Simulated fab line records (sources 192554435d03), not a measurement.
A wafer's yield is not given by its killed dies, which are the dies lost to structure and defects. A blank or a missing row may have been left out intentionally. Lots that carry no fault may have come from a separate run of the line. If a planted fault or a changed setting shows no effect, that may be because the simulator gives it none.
Comparing a struck lot with a sound one    flow n5_finfet    14 steps out of a route of 1938
Sound: the wafers L925.2, L925.3, L925.6. Struck: wafers L935.2, L935.4, L935.5. At the end, the cause is stated.
Per side, at each step with rows, come the tool, then ch with its chambers, and then its first start. Under that, the readings that differ: sound wafers    struck wafers    difference of the means    sigmas: that difference in standard deviations of wafers without a fault.
alike: same words and numbers on both sides, and readings whose means sit less than 2 such deviations apart. not compared: any withheld reading, any reading some wafer has no value for, any bound like >300 that may hide the same value, and any number with overlapping values for which the record gives no deviation.
A row with sigmas, a row that says differs or no value, or rows on one side alone: a step with any of these is where the two part. Numbers that have no deviation but don't overlap get no sigmas and don't part them. A reading missing from all wafers of one side parts the sides only when that side holds two or more wafers.

N5_BEOL_M15_STRIP_62: strips in O2.
  sound on rie_diel-04 ch 0,2; struck on rie_diel-05 ch 1,2
reading                 sound              struck             difference  sigmas
throttle_valve_pct (%)  16.54 16.52 16.49  16.95 16.95 16.99  +0.45       +3
  alike: drypump_motor_current_A, oes_product_au, rf_vpp_V, showerhead_plenum_p_Torr
  not compared: rf_hours_counter_h
then, 1 step without rows for these wafers: N5_BEOL_M15_STRIP_37 (strips in O2).
N5_BEOL_M15_ETCH_38: etches SiCN in CF4/N2, target depth 106.4 nm, time 120.5 s.
  sound on rie_diel-04 ch 0,2; struck on rie_diel-05 ch 1,2
  alike: bias_w, drypump_motor_current_A, oes_product_au, rf_vpp_V, showerhead_plenum_p_Torr, throttle_valve_pct
  not compared: rf_hours_counter_h
then, 3 steps without rows for these wafers: N5_BEOL_M15_PRECLEAN_39 (cleans in residue remover, time 60 s); N5_BEOL_M15_SRD_40 (time 30 s, dry time 30 s); N5_BEOL_M15_DEGAS_41 (time 60 s).
N5_BEOL_M15_PRE_CLEAN_42: time 30 s.
  struck on pvd_sputter-03, day 16 20:13; sound on pvd_sputter-02, day 15 04:46
  alike: heater_power_w
then, 1 step without rows for these wafers: N5_BEOL_M15_SPUTTER_43 (material TaN, target thk 15 nm, time 24.19 s).
N5_BEOL_M15_SPUTTER_44: material Ta, target thk 15 nm, time 24.19 s.
  struck on pvd_sputter-03, day 16 20:20; sound on pvd_sputter-02, day 15 04:53
  alike: cathode_dc_power_W, chamber_pressure_pa, throttle_valve_pct
N5_BEOL_M15_SPUTTER_45: material Cu, target thk 100 nm, time 16.67 s.
  struck on pvd_sputter-03, day 16 20:25; sound on pvd_sputter-02, day 15 04:58
  alike: cathode_dc_power_W, chamber_pressure_pa, throttle_valve_pct
then, 2 steps without rows for these wafers: N5_BEOL_M15_ECD_47 (material Cu, target thk 1860 nm); N5_BEOL_M15_ANNEAL_48 (time 90 s).
N5_BEOL_M15_CMP_49: polishes, stops on SiO2, t overpolish 4.9 s, target thk 850 nm.
  sound on cmp-02 ch 0,1,2, day 15 05:38; struck on cmp-02 ch 0,2, day 16 21:04
reading                       sound              struck             difference  sigmas
barrier_field_endpoint_s (s)  11.33 11.10 11.08  8.16 8.04 8.06     -3.08       -12
head_pressure_psi (psi)       2.000 1.997 1.997  2.807 2.805 2.807  +0.808      +99 or more
motor_current_A (A)           9.7 9.0 8.5        11.9 10.2 11.3     +2.1        +2
  alike: overpolish_run_s
N5_PASSIVATION_PROBE_49:
  struck on prober-01, day 17 12:55; sound on prober-01, day 15 20:45
  alike: defect_limited_yield, killed_at_M0_to_M3, killed_at_M4_up, killed_at_contacts, killed_at_front_end, killed_at_other, killed_dies, killed_open, killed_short, sort_bin_5_function, sort_bin_6_memory, sort_n_pass, sort_yield_pct

## WHERE THEY PART
Earliest at N5_BEOL_M15_STRIP_62; latest, in this record, at N5_BEOL_M15_CMP_49. Later steps at which nothing parts them and some readings are alike: N5_PASSIVATION_PROBE_49.

WHY: the cause the simulator had injected
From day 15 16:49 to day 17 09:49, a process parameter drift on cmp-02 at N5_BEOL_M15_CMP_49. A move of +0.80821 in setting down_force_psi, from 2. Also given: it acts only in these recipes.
